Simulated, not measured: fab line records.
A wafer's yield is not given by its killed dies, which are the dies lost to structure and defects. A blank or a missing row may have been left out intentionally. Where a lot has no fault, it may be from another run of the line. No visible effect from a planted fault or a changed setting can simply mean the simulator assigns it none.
Split-lot experiment || flow n5_finfet || 39 wafers read across 7 lots, on a route 1938 steps long

== ABOUT THE SPLIT ==
At N5_GATE_CUT_EXPOSE_10 (exposes mask GATE CUT, target cd 20 nm), the setting dose_mj was moved away from the recipe's 43.25 on 15 of the 39 wafers read, by +2.6% to +7.3%. All remaining wafers had this setting at the recipe value.

== FROM THE SPLIT TO THE READING: what the file shows between them, 2 steps ==
- N5_GATE_CUT_PEB_11: peb time 60 s
- N5_GATE_CUT_DEVELOP_12: develop time 30 s

== THE READING ==
cd_nm at N5_GATE_CUT_CD_MEAS_13, given in nm (cd target 20 nm). Fault-free wafers of this fab line usually give 20.03 nm, standard deviation 0.23 nm.

{"wafer": "L074.2", "tool, chamber at the split": "euv_scanner-02, 0", "dose_mj as run": 43.25, "against the recipe": "recipe", "cd_nm, nm": 20.02, "against lot-mates on the recipe": "-"}
{"wafer": "L074.3", "tool, chamber at the split": "euv_scanner-02, 0", "dose_mj as run": 43.25, "against the recipe": "recipe", "cd_nm, nm": 20.11, "against lot-mates on the recipe": "-"}
{"wafer": "L074.4", "tool, chamber at the split": "euv_scanner-02, 0", "dose_mj as run": 43.25, "against the recipe": "recipe", "cd_nm, nm": 19.82, "against lot-mates on the recipe": "-"}
{"wafer": "L075.1", "tool, chamber at the split": "euv_scanner-01, 0", "dose_mj as run": 43.25, "against the recipe": "recipe", "cd_nm, nm": 19.74, "against lot-mates on the recipe": "-"}
{"wafer": "L075.2", "tool, chamber at the split": "euv_scanner-01, 0", "dose_mj as run": 43.25, "against the recipe": "recipe", "cd_nm, nm": 19.85, "against lot-mates on the recipe": "-"}
{"wafer": "L075.3", "tool, chamber at the split": "euv_scanner-01, 0", "dose_mj as run": 43.25, "against the recipe": "recipe", "cd_nm, nm": 19.94, "against lot-mates on the recipe": "-"}
{"wafer": "L075.4", "tool, chamber at the split": "euv_scanner-01, 0", "dose_mj as run": 45.03, "against the recipe": "+4.1%", "cd_nm, nm": 20.62, "against lot-mates on the recipe": "+0.78"}
{"wafer": "L075.5", "tool, chamber at the split": "euv_scanner-01, 0", "dose_mj as run": 45.03, "against the recipe": "+4.1%", "cd_nm, nm": 21.26, "against lot-mates on the recipe": "+1.42"}
{"wafer": "L075.6", "tool, chamber at the split": "euv_scanner-01, 0", "dose_mj as run": 45.03, "against the recipe": "+4.1%", "cd_nm, nm": 20.92, "against lot-mates on the recipe": "+1.08"}
{"wafer": "L085.1", "tool, chamber at the split": "euv_scanner-02, 0", "dose_mj as run": 43.25, "against the recipe": "recipe", "cd_nm, nm": 19.73, "against lot-mates on the recipe": "-"}
{"wafer": "L085.2", "tool, chamber at the split": "euv_scanner-02, 0", "dose_mj as run": 43.25, "against the recipe": "recipe", "cd_nm, nm": 19.67, "against lot-mates on the recipe": "-"}
{"wafer": "L085.3", "tool, chamber at the split": "euv_scanner-02, 0", "dose_mj as run": 43.25, "against the recipe": "recipe", "cd_nm, nm": 19.97, "against lot-mates on the recipe": "-"}
{"wafer": "L085.4", "tool, chamber at the split": "euv_scanner-02, 0", "dose_mj as run": 43.25, "against the recipe": "recipe", "cd_nm, nm": 19.46, "against lot-mates on the recipe": "-"}
{"wafer": "L085.5", "tool, chamber at the split": "euv_scanner-02, 0", "dose_mj as run": 43.25, "against the recipe": "recipe", "cd_nm, nm": 20.10, "against lot-mates on the recipe": "-"}
{"wafer": "L085.6", "tool, chamber at the split": "euv_scanner-02, 0", "dose_mj as run": 43.25, "against the recipe": "recipe", "cd_nm, nm": 19.70, "against lot-mates on the recipe": "-"}
{"wafer": "L087.1", "tool, chamber at the split": "euv_scanner-01, 0", "dose_mj as run": 45.39, "against the recipe": "+4.9%", "cd_nm, nm": 21.16, "against lot-mates on the recipe": "+1.05"}
{"wafer": "L087.2", "tool, chamber at the split": "euv_scanner-01, 0", "dose_mj as run": 43.25, "against the recipe": "recipe", "cd_nm, nm": 19.86, "against lot-mates on the recipe": "-"}
{"wafer": "L087.3", "tool, chamber at the split": "euv_scanner-01, 0", "dose_mj as run": 43.25, "against the recipe": "recipe", "cd_nm, nm": 20.26, "against lot-mates on the recipe": "-"}
{"wafer": "L087.4", "tool, chamber at the split": "euv_scanner-01, 0", "dose_mj as run": 43.25, "against the recipe": "recipe", "cd_nm, nm": 20.21, "against lot-mates on the recipe": "-"}
{"wafer": "L087.5", "tool, chamber at the split": "euv_scanner-01, 0", "dose_mj as run": 45.39, "against the recipe": "+4.9%", "cd_nm, nm": 20.64, "against lot-mates on the recipe": "+0.53"}
{"wafer": "L087.6", "tool, chamber at the split": "euv_scanner-01, 0", "dose_mj as run": 45.39, "against the recipe": "+4.9%", "cd_nm, nm": 21.26, "against lot-mates on the recipe": "+1.15"}
{"wafer": "L093.1", "tool, chamber at the split": "euv_scanner-01, 0", "dose_mj as run": 45.67, "against the recipe": "+5.6%", "cd_nm, nm": 20.99, "against lot-mates on the recipe": "+1.14"}
{"wafer": "L093.2", "tool, chamber at the split": "euv_scanner-01, 0", "dose_mj as run": 45.67, "against the recipe": "+5.6%", "cd_nm, nm": 21.38, "against lot-mates on the recipe": "+1.53"}
{"wafer": "L093.3", "tool, chamber at the split": "euv_scanner-01, 0", "dose_mj as run": 43.25, "against the recipe": "recipe", "cd_nm, nm": 19.80, "against lot-mates on the recipe": "-"}
{"wafer": "L093.4", "tool, chamber at the split": "euv_scanner-01, 0", "dose_mj as run": 43.25, "against the recipe": "recipe", "cd_nm, nm": 19.85, "against lot-mates on the recipe": "-"}
{"wafer": "L093.5", "tool, chamber at the split": "euv_scanner-01, 0", "dose_mj as run": 43.25, "against the recipe": "recipe", "cd_nm, nm": 19.90, "against lot-mates on the recipe": "-"}
{"wafer": "L093.6", "tool, chamber at the split": "euv_scanner-01, 0", "dose_mj as run": 45.67, "against the recipe": "+5.6%", "cd_nm, nm": 21.16, "against lot-mates on the recipe": "+1.31"}
{"wafer": "L096.1", "tool, chamber at the split": "euv_scanner-01, 0", "dose_mj as run": 43.25, "against the recipe": "recipe", "cd_nm, nm": 20.11, "against lot-mates on the recipe": "-"}
{"wafer": "L096.2", "tool, chamber at the split": "euv_scanner-01, 0", "dose_mj as run": 43.25, "against the recipe": "recipe", "cd_nm, nm": 19.93, "against lot-mates on the recipe": "-"}
{"wafer": "L096.3", "tool, chamber at the split": "euv_scanner-01, 0", "dose_mj as run": 44.36, "against the recipe": "+2.6%", "cd_nm, nm": 20.36, "against lot-mates on the recipe": "+0.32"}
{"wafer": "L096.4", "tool, chamber at the split": "euv_scanner-01, 0", "dose_mj as run": 44.36, "against the recipe": "+2.6%", "cd_nm, nm": 20.85, "against lot-mates on the recipe": "+0.81"}
{"wafer": "L096.5", "tool, chamber at the split": "euv_scanner-01, 0", "dose_mj as run": 43.25, "against the recipe": "recipe", "cd_nm, nm": 20.09, "against lot-mates on the recipe": "-"}
{"wafer": "L096.6", "tool, chamber at the split": "euv_scanner-01, 0", "dose_mj as run": 44.36, "against the recipe": "+2.6%", "cd_nm, nm": 20.83, "against lot-mates on the recipe": "+0.79"}
{"wafer": "L097.1", "tool, chamber at the split": "euv_scanner-01, 0", "dose_mj as run": 46.42, "against the recipe": "+7.3%", "cd_nm, nm": 21.70, "against lot-mates on the recipe": "+1.67"}
{"wafer": "L097.2", "tool, chamber at the split": "euv_scanner-01, 0", "dose_mj as run": 43.25, "against the recipe": "recipe", "cd_nm, nm": 20.31, "against lot-mates on the recipe": "-"}
{"wafer": "L097.3", "tool, chamber at the split": "euv_scanner-01, 0", "dose_mj as run": 43.25, "against the recipe": "recipe", "cd_nm, nm": 19.84, "against lot-mates on the recipe": "-"}
{"wafer": "L097.4", "tool, chamber at the split": "euv_scanner-01, 0", "dose_mj as run": 43.25, "against the recipe": "recipe", "cd_nm, nm": 19.95, "against lot-mates on the recipe": "-"}
{"wafer": "L097.5", "tool, chamber at the split": "euv_scanner-01, 0", "dose_mj as run": 46.42, "against the recipe": "+7.3%", "cd_nm, nm": 21.55, "against lot-mates on the recipe": "+1.52"}
{"wafer": "L097.6", "tool, chamber at the split": "euv_scanner-01, 0", "dose_mj as run": 46.42, "against the recipe": "+7.3%", "cd_nm, nm": 21.77, "against lot-mates on the recipe": "+1.74"}

FIT RESULTS
A straight line over all 39 wafers: cd_nm changes by +0.234 nm for each +1% of dose_mj; r = +0.94; the points scatter about the line by 0.22 nm.
The same after taking each lot's own level away (the mean of its wafers on the recipe; 39 wafers): +0.225 nm for each +1%; r = +0.95; scatter 0.2 nm.
According to that fit, moving dose_mj by its largest amount changes the reading by 1.6 nm.
From 19.772 to 20.110 nm: that is the span of the lots' own levels, equal to 1.5 times the standard deviation above.
Consequently the slope shifts little with the lot-to-lot level, the two slopes agreeing.
Check: with one of the wafers moved furthest among these (+7.3%) left out of the fit, the line predicts +1.65 nm for it against its lot-mates. It came out at +1.67 nm against them.

== THE WHOLE CHAIN: every reading that the file lists as answering this split, in the file's order ==
{"step": "N5_GATE_CUT_CD_MEAS_13", "what it does": "target cd 20 nm", "reading": "cd_nm", "change (the file's fit)": "+0.226 nm for each +1% of the setting", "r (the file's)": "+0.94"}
{"step": "N5_GATE_CUT_DESCUM_18", "what it does": "chemistry O2, time 7 s", "reading": "GATE_CUT.cd_nm (the simulator's own value, which no gauge read)", "change (the file's fit)": "+0.21 nm for each +1% of the setting", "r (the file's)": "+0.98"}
{"step": "N5_GATE_CUT_ETCH_28", "what it does": "etches underlayer in N2/H2, target depth 13 nm, time 10.4 s", "reading": "GATE_CUT.cd_nm (the simulator's own value, which no gauge read)", "change (the file's fit)": "+0.223 nm for each +1% of the setting", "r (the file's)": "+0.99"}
{"step": "N5_GATE_CUT_ETCH_47", "what it does": "etches SiO2 in Cl2/BCl3, target depth 10 nm", "reading": "GATE_CUT.cd_nm (the simulator's own value, which no gauge read)", "change (the file's fit)": "+0.229 nm for each +1% of the setting", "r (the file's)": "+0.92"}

== THE FILE'S OWN FIT ==
cd_nm changes by +0.226 nm for each +1% of dose_mj, r = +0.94.
